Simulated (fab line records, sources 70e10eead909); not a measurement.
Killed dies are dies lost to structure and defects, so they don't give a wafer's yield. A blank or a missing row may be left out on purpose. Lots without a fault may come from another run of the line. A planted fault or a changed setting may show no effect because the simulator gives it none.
A struck lot beside a sound one | flow nand_harc | 14 steps out of a route of 1302
Sound: wafers L827.2, L827.3, L827.6. Struck: wafers L831.2, L831.4, L831.5. The cause comes at the end.
At each step with rows: each side's tool, then ch and its chambers, then its first start. Under that, the readings that differ: sound wafers | struck wafers | difference of the means | sigmas: that difference in standard deviations of wafers without a fault.
alike: readings whose means differ by less than 2 such deviations, and words and numbers that are the same on both sides. not compared: withheld readings, readings that some wafer has no value for, bounds like >300 that may hide the same value, and numbers for which the record gives no deviation and whose values overlap.
The two part at a step that has a row with sigmas, a row that says differs or no value, or rows on one side only. Numbers that don't overlap but have no deviation are shown without sigmas and don't part them. A reading that every wafer of one side lacks parts them only if that side has two wafers or more.

first, 6 steps without rows for these wafers: NHARC_A_STAIRCASE_SOFTBAKE_305 (time 170 s); NHARC_A_STAIRCASE_EBR_306; NHARC_A_STAIRCASE_EXPOSE_307 (exposes mask CHOP 50); NHARC_A_STAIRCASE_PEB_308 (peb time 130 s); NHARC_A_STAIRCASE_DEVELOP_309 (time 140 s); NHARC_A_STAIRCASE_HARDBAKE_311 (time 140 s).
NHARC_A_STAIRCASE_DESCUM_312: chemistry O2, time 3 s.
  sound on rie_diel-08 ch 0,3, day 18 14:39; struck on rie_diel-07 ch 0,1,3, day 20 03:06
  alike: chamber_pressure_mTorr, drypump_motor_current_A, oes_product_au, rf_vpp_V, showerhead_plenum_p_Torr, throttle_valve_pct
  not compared: rf_hours_counter_h
NHARC_A_STAIRCASE_ETCH_313: etches the open film in CF4/CHF3.
  sound on rie_diel-08 ch 1,2,3, day 18 14:43; struck on rie_diel-07 ch 1,2,3, day 20 03:11
  alike: chamber_pressure_mTorr, drypump_motor_current_A, oes_product_au, rf_fwd_power_W, rf_vpp_V, showerhead_plenum_p_Torr, throttle_valve_pct
  not compared: rf_hours_counter_h
NHARC_A_STAIRCASE_HM_OPEN_463: chemistry O2/COS.
  sound on rie_diel-08 ch 0,1,2; struck on rie_diel-07 ch 0,1,2
  reading               | sound             | struck            | difference | sigmas
  oes_product_au (a.u.) | 1.001 1.011 1.017 | 0.989 0.981 0.986 | -0.024     | -2
  alike: chamber_pressure_mTorr, drypump_motor_current_A, rf_vpp_V, showerhead_plenum_p_Torr, throttle_valve_pct
  not compared: rf_hours_counter_h
then, 1 step without rows for these wafers: NHARC_A_STAIRCASE_STRIP_464 (strips in O2/COS).
NHARC_A_STAIRCASE_ETCH_453: etches the open film in CF4/O2, target depth 30 nm, overetch 3 nm, time 16.5 s.
  sound on rie_diel-08 ch 0,3; struck on rie_diel-07 ch 0,2
  reading                         | sound             | struck            | difference | sigmas
  rf_fwd_power_W (W)              | 292.2 291.9 292.4 | 295.2 296.3 296.5 | +3.8       | +2
  showerhead_plenum_p_Torr (Torr) | 1.26 1.33 1.26    | 1.38 1.41 1.38    | +0.11      | +2
  alike: chamber_pressure_mTorr, drypump_motor_current_A, oes_product_au, rf_vpp_V, throttle_valve_pct
  not compared: rf_hours_counter_h
NHARC_A_STAIRCASE_ETCH_315: etches the open film in C4F8/O2/Ar, target depth 2500 nm, time 607.1 s.
  sound on rie_diel-08 ch 0,1,2, day 18 15:14; struck on rie_diel-07 ch 0,2,3, day 20 03:50
  reading               | sound             | struck            | difference | sigmas
  oes_product_au (a.u.) | 0.943 0.932 0.939 | 1.006 1.010 1.007 | +0.070     | +6
  rf_fwd_power_W (W)    | 598.1 599.6 598.3 | 696.6 694.0 693.6 | +96.1      | +53
  alike: chamber_pressure_mTorr, rf_vpp_V
  not compared: rf_hours_counter_h
NHARC_A_STAIRCASE_STRIP_316: strips in O2.
  sound on rie_diel-08 ch 0,1,3; struck on rie_diel-07 ch 0,2,3
  alike: chamber_pressure_mTorr, drypump_motor_current_A, oes_product_au, rf_vpp_V, showerhead_plenum_p_Torr, throttle_valve_pct
  not compared: rf_hours_counter_h
-- the record jumps here: 7 days lie between the struck wafers' starts before and after (it left off in module A_STAIRCASE and takes up again in module END, whose first step shown is number 1302 of the route) --
NHARC_END_SORT_01:
  sound on prober-01 ch 0, day 26 00:52; struck on prober-01 ch 0, day 27 09:21
  reading         | sound    | struck   | difference | sigmas
  killed_at_array | 19 37 23 | 73 70 70 | +45        | +2
  killed_at_other | 4 7 1    | 0 0 0    | -4         | -3
  alike: killed_at_periphery, killed_dies, killed_open, killed_short

WHERE THEY PART
First at NHARC_A_STAIRCASE_HM_OPEN_463; last, within this record, at NHARC_END_SORT_01.

WHY: what the simulator had put in
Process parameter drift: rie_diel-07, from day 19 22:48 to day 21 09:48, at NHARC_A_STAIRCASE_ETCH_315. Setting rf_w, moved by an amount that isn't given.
